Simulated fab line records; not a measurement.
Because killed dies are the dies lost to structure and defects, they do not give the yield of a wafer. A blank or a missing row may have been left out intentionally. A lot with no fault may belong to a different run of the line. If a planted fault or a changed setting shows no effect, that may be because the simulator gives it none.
Which tool is to blame? + flow n5 finfet + 11 lots with 33 wafers sampled at 5 steps, on a route of 1938 steps

== WHAT THE GAUGES READ, wafer by wafer ==
N5_MIM_BOT_LITHO_OVL_MEAS_11.
| lot  | measured     | on         | MIM_BOT_OVL (nm) |
|------|--------------|------------|------------------|
| L295 | day 12 01:42 | overlay-02 | 0 -2 -2          |
| L298 | day 12 04:48 | overlay-02 | -10 1 -8         |
| L301 | day 13 05:56 | overlay-02 | 3 4 9            |
| L304 | day 13 16:28 | overlay-02 | 6 1 2            |
| L303 | day 13 16:40 | overlay-02 | 8 3 6            |
| L308 | day 15 01:03 | overlay-01 | -2 5 -5          |
| L312 | day 15 16:29 | overlay-01 | -6 -5 2          |
| L313 | day 16 04:59 | overlay-02 | -2 -4 -6         |
| L314 | day 16 20:57 | overlay-01 | -2 -6 3          |
| L317 | day 17 11:00 | overlay-01 | -3 6 0           |
| L318 | day 17 11:26 | overlay-01 | -4 3 4           |

N5_MIM_BOT_LITHO_INSPECT_12: inspects for defects (macro).
| lot  | measured     | on                | raw defect count |
|------|--------------|-------------------|------------------|
| L295 | day 12 01:43 | defect inspect-02 | 0 3 0            |
| L298 | day 12 04:50 | defect inspect-01 | 3 3 5            |
| L301 | day 13 05:58 | defect inspect-02 | 2 4 4            |
| L304 | day 13 16:30 | defect inspect-02 | 1 4 4            |
| L303 | day 13 16:41 | defect inspect-02 | 4 2 0            |
| L308 | day 15 01:05 | defect inspect-02 | 1 1 1            |
| L312 | day 15 16:31 | defect inspect-01 | 0 3 5            |
| L313 | day 16 05:01 | defect inspect-02 | 2 2 2            |
| L314 | day 16 20:59 | defect inspect-01 | 3 2 1            |
| L317 | day 17 11:02 | defect inspect-02 | 2 2 1            |
| L318 | day 17 11:28 | defect inspect-01 | 4 4 3            |

N5_PASSIVATION_INSPECT_64: inspects for defects (macro).
| lot  | measured     | on                | raw defect count |
|------|--------------|-------------------|------------------|
| L295 | day 12 06:01 | defect inspect-01 | 1 1 1            |
| L298 | day 12 09:43 | defect inspect-01 | 0 0 3            |
| L301 | day 13 10:38 | defect inspect-02 | 0 1 3            |
| L304 | day 13 21:57 | defect inspect-02 | >300 >300 >300   |
| L303 | day 13 22:07 | defect inspect-02 | 2 3 2            |
| L308 | day 15 04:32 | defect inspect-02 | >300 >300 >300   |
| L312 | day 15 21:18 | defect inspect-02 | 2 0 2            |
| L313 | day 16 08:29 | defect inspect-01 | 2 3 2            |
| L314 | day 17 00:39 | defect inspect-02 | 2 3 2            |
| L317 | day 17 14:25 | defect inspect-01 | 1 1 2            |
| L318 | day 17 14:35 | defect inspect-01 | 3 3 5            |

== EACH LOT AND THE TOOL THAT RAN IT (in order: tool; ch and the chambers of the sampled wafers; start) ==
| lot  | N5_PASSIVATION_ETCH_15                        | N5_PASSIVATION_AL_DEP_21     |
|------|-----------------------------------------------|------------------------------|
| L295 | rie diel-05 ch 1,2,3, day 12 05:22 or earlier | pvd sputter-01, day 12 05:22 |
| L298 | rie diel-03 ch 2,3, day 12 09:11 or earlier   | pvd sputter-01, day 12 09:11 |
| L301 | rie diel-03 ch 2,3, day 13 10:07 or earlier   | pvd sputter-03, day 13 10:07 |
| L304 | rie diel-01 ch 1,2,3, day 13 21:18 or earlier | pvd sputter-01, day 13 21:18 |
| L303 | rie diel-05 ch 0,1,3, day 13 21:25 or earlier | pvd sputter-02, day 13 21:25 |
| L308 | rie diel-05 ch 0,1, day 15 03:53 or earlier   | pvd sputter-01, day 15 03:53 |
| L312 | rie diel-03 ch 2,3, day 15 20:46 or earlier   | pvd sputter-03, day 15 20:46 |
| L313 | rie diel-05 ch 0,2,3, day 16 07:51 or earlier | pvd sputter-03, day 16 07:51 |
| L314 | rie diel-03 ch 1,2,3, day 17 00:00 or earlier | pvd sputter-02, day 17 00:00 |
| L317 | rie diel-05 ch 1,3, day 17 13:46 or earlier   | pvd sputter-03, day 17 13:46 |
| L318 | rie diel-03 ch 0,1,3, day 17 13:51 or earlier | pvd sputter-01, day 17 13:51 |
- N5_PASSIVATION_ETCH_15: etches SiCN in CF4/N2, target depth 75 nm, time 81.2 s.
- N5_PASSIVATION_AL_DEP_21: deposits Al, target thk 2800 nm, time 170 s.

== AS READ BY THE TOOLS THEMSELVES (means over the sampled wafers that have a number; for cases with no such wafer, the mark the record gives instead) ==
N5_PASSIVATION_ETCH_15.
| lot  | tool        | drypump motor current A (A) | oes product au (a.u.) | rf fwd power W (W) | rf vpp V (V) | showerhead plenum p Torr (Torr) | throttle valve pct (%) |
|------|-------------|-----------------------------|-----------------------|--------------------|--------------|---------------------------------|------------------------|
| L295 | rie diel-05 | 6.3                         | 0.78                  | 427.9              | 379.9        | 2.13                            | 15.49                  |
| L298 | rie diel-03 | 5.2                         | 0.74                  | 428.1              | 379.1        | 2.12                            | 15.37                  |
| L301 | rie diel-03 | 5.2                         | 0.73                  | 428.2              | 382.2        | 2.20                            | 15.40                  |
| L304 | rie diel-01 | 5.7                         | 0.82                  | 428.1              | 383.9        | 2.28                            | 15.41                  |
| L303 | rie diel-05 | 5.8                         | 0.82                  | 427.1              | 380.6        | 2.14                            | 15.41                  |
| L308 | rie diel-05 | 5.1                         | 0.84                  | 427.4              | 380.2        | 2.15                            | 15.32                  |
| L312 | rie diel-03 | 5.2                         | 0.72                  | 427.6              | 380.5        | 2.11                            | 15.42                  |
| L313 | rie diel-05 | 5.9                         | 0.74                  | 426.8              | 381.2        | 2.11                            | 15.55                  |
| L314 | rie diel-03 | 5.2                         | 0.70                  | 427.7              | 382.0        | 2.19                            | 15.45                  |
| L317 | rie diel-05 | 6.5                         | 0.76                  | 427.1              | 379.2        | 2.12                            | 15.55                  |
| L318 | rie diel-03 | 5.4                         | 0.76                  | 428.8              | 381.2        | 2.17                            | 15.32                  |

N5_PASSIVATION_AL_DEP_21.
| lot  | tool           | throttle valve pct (%) |
|------|----------------|------------------------|
| L295 | pvd sputter-01 | 30.3                   |
| L298 | pvd sputter-01 | 30.2                   |
| L301 | pvd sputter-03 | 31.3                   |
| L304 | pvd sputter-01 | 29.6                   |
| L303 | pvd sputter-02 | 29.1                   |
| L308 | pvd sputter-01 | 29.0                   |
| L312 | pvd sputter-03 | 29.9                   |
| L313 | pvd sputter-03 | 30.2                   |
| L314 | pvd sputter-02 | 29.2                   |
| L317 | pvd sputter-03 | 29.7                   |
| L318 | pvd sputter-01 | 30.3                   |

== THE ANSWER, worked out from the rows above alone ==
Rule: usual is defined by the lots themselves. Put in order of their means at a reading, lots are off if they are a third of the lots or fewer, leave a main group of 4 or more, and stand apart from it by a gap of 3 or more times the standard deviation of the main group's means; of several such gaps the widest counts. Not used: any main group whose means are identical at the precision the tables above print for the reading. Also off: a lot with no number at a reading for which 4 or more lots have one. The other lots that the step has rows for count as sound. Order of review: gauges by route order, followed by the tools' own readings, for which a lot's mean as printed above is used. At the first step where some lot is off, the reading lying furthest off is the one used; lots without a number count as furthest.
Off, at N5_PASSIVATION_INSPECT_64 on raw defect count: L304, L308. Without a number there: L304, L308. For the main group the mean is 1.9 and the standard deviation 0.83.
If a tool, at a process step before that reading, ran all the lots that are off and no sound lot after the first of them, it fits. The gauges at N5_PASSIVATION_INSPECT_64 are tried like those tools. N5_PASSIVATION_ETCH_15 gives no start for some lots, so the hours and the order of its lots are those of N5_PASSIVATION_AL_DEP_21. Of those tried, none fits.

== WHAT WAS PUT IN BY THE SIMULATOR ==
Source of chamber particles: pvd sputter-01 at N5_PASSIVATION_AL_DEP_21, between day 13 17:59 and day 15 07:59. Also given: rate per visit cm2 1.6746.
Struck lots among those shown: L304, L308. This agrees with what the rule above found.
